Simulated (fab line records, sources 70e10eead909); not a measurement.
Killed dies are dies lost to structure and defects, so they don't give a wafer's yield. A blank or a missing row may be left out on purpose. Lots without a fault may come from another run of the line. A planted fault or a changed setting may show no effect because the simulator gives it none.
Chamber matching | flow nand_harc | NHARC_A_CHANNEL_FILL_D2_CMP_10 on cmp-03: 4 sister chambers
The step polishes, target thk 150 nm. 8 wafers are shown with their chamber, then 8 later ones without.

WAFERS WITH THEIR CHAMBER
wafer  | chamber | motor_current_A (A) | time_to_endpoint_s (s)
L078.4 | 0       | 9.3                 | 12.8
L080.4 | 0       | 9.5                 | 11.0
L082.1 | 1       | 11.2                | 15.1
L082.5 | 2       | 11.7                | 13.2
L084.2 | 1       | 11.5                | 12.2
L084.3 | 3       | 11.0                | 10.6
L084.4 | 2       | 11.2                | 12.7
L085.1 | 3       | 10.9                | 14.6

WAFERS WITHOUT THEIR CHAMBER
wafer  | motor_current_A (A) | time_to_endpoint_s (s)
L085.2 | 10.1                | 18.7
L085.4 | 11.5                | 16.2
L087.1 | 9.9                 | 17.4
L087.5 | 10.8                | 18.4
L087.6 | 9.5                 | 17.8
L095.2 | 11.9                | 14.3
L095.4 | 9.9                 | 17.6
L095.6 | 11.0                | 14.7

WHICH CHAMBER EACH WENT THROUGH
wafer  | from the rows above          | in truth
L085.2 | can't be placed: 0 or 3 or 1 | 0
L085.4 | can't be placed: 1 or 2 or 3 | 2
L087.1 | can't be placed: 0 or 3      | 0
L087.5 | can't be placed: 3 or 1 or 2 | 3
L087.6 | 0                            | 0
L095.2 | can't be placed: 2 or 1      | 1
L095.4 | can't be placed: 0 or 3      | 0
L095.6 | can't be placed: 3 or 1 or 2 | 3
Placed correctly: 1 of 8. Can't be placed from these rows: 7 (the true chamber is among the candidates in 7). Placed wrongly: 0.
How it was worked out, from the rows above alone: a wafer's distance from a chamber is the root of the sum, over the readings, of the square of ((its reading less the chamber's mean) divided by the reading's scatter). The wafer belongs to the nearest chamber; if the next one is less than 2 further off, it can't be placed. A chamber's mean is the mean of its shown wafers. The scatter: the root of (the sum of the squares of (reading less its chamber's mean) over the shown wafers, divided by (wafers less chambers)).
